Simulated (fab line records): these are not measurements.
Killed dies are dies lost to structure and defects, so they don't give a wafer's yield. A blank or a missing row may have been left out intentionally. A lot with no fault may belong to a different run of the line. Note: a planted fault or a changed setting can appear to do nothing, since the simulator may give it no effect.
Split-lot trial	flow n5Finfet	21 wafers read across 7 lots, on a route 1938 steps long

## ABOUT THE SPLIT
At N5_BEOL_M5_ILD_DEP_00 (deposits SiCOH lowk from DEMS/porogen, target thk 140.64 nm, time 25.9 s), the setting tempC was moved away from the recipe's 300 C on 7 of the 21 wafers read, by -2.0% to +1.7%. This setting was run at the recipe's value on the other wafers.

## FROM SPLIT TO READING: 1 step shown by the file between the two
- N5_BEOL_M5_CURE_79: cures SiCOH lowk, time 240 s

## THE READING
M5_ILD_THK (nm), taken at N5_BEOL_M5_THK_MEAS_01. Typical for fault-free wafers on this fab line: 121.1 nm, with standard deviation 1.7 nm.

wafer	tool, chamber at the split	tempC as run, C	against the recipe	M5_ILD_THK, nm	against lot-mates on the recipe
L085.2	pecvd-01, 1	305.2	+1.7%	116.2	-4.8
L085.4	pecvd-01, 1	300	recipe	121.0	-
L085.6	pecvd-01, 2	305.2	+1.7%	115.4	-5.6
L090.2	pecvd-03, 1	300	recipe	119.6	-
L090.3	pecvd-03, 0	300	recipe	121.1	-
L090.5	pecvd-03, 0	294.4	-1.9%	126.9	+6.6
L091.1	pecvd-02, 1	296.1	-1.3%	123.2	+1.8
L091.3	pecvd-02, 0	300	recipe	121.0	-
L091.6	pecvd-02, 0	300	recipe	121.9	-
L092.1	pecvd-03, 2	294.1	-2.0%	125.5	+4.8
L092.5	pecvd-03, 1	300	recipe	119.9	-
L092.6	pecvd-03, 0	300	recipe	121.4	-
L094.2	pecvd-01, 0	300	recipe	119.5	-
L094.3	pecvd-01, 1	300	recipe	117.8	-
L094.5	pecvd-01, 2	297.2	-0.9%	122.2	+3.5
L095.1	pecvd-01, 2	300	recipe	119.8	-
L095.2	pecvd-01, 1	300	recipe	119.7	-
L095.5	pecvd-01, 0	294.3	-1.9%	127.0	+7.2
L096.2	pecvd-03, 2	300	recipe	121.6	-
L096.5	pecvd-03, 2	300	recipe	123.4	-
L096.6	pecvd-03, 0	300	recipe	121.2	-

THE FIT
A straight line over all 21 wafers: M5_ILD_THK changes by -2.82 nm for each +1% of tempC; r = -0.91; the points scatter about the line by 1.2 nm.
The same after taking each lot's own level away (the mean of its wafers on the recipe; 21 wafers): -3.03 nm for each +1%; r = -0.95; scatter 0.94 nm.
The reading moves by 6 nm for the largest change in tempC, on that fit.
The lots' own levels span 118.65 to 122.07 nm, that is 2.0 times the standard deviation above.
So the lot-to-lot level changes the slope little: the two slopes agree.
Check: +6.25 nm against its lot-mates is what the line predicts for one of the wafers moved furthest among these (-2.0%) when that wafer is left out of the fit. Against them it came out at +4.85 nm.

## THE WHOLE CHAIN: every reading that the file lists as answering this split, in the file's order
step	what it does	reading	change (the file's fit)	r (the file's)
N5_BEOL_M5_ILD_DEP_00	deposits SiCOH lowk from DEMS/porogen, target thk 140.64 nm, time 25.9 s	SiCOH_lowk_of_BEOL_M5_ILD_DEP_00.thkNm (the simulator's own value, which no gauge read)	-3.46 nm for each +1% of the setting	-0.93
N5_BEOL_M5_CURE_79	cures SiCOH lowk, time 240 s	SiCOH_lowk_of_BEOL_M5_ILD_DEP_00.thkNm (the simulator's own value, which no gauge read)	-2.97 nm for each +1% of the setting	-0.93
N5_BEOL_M5_THK_MEAS_01		M5_ILD_THK	-3.02 for each +1% of the setting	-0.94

## FILE'S OWN FIT
M5_ILD_THK changes by -3.02 nm for each +1% of tempC, r = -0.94.
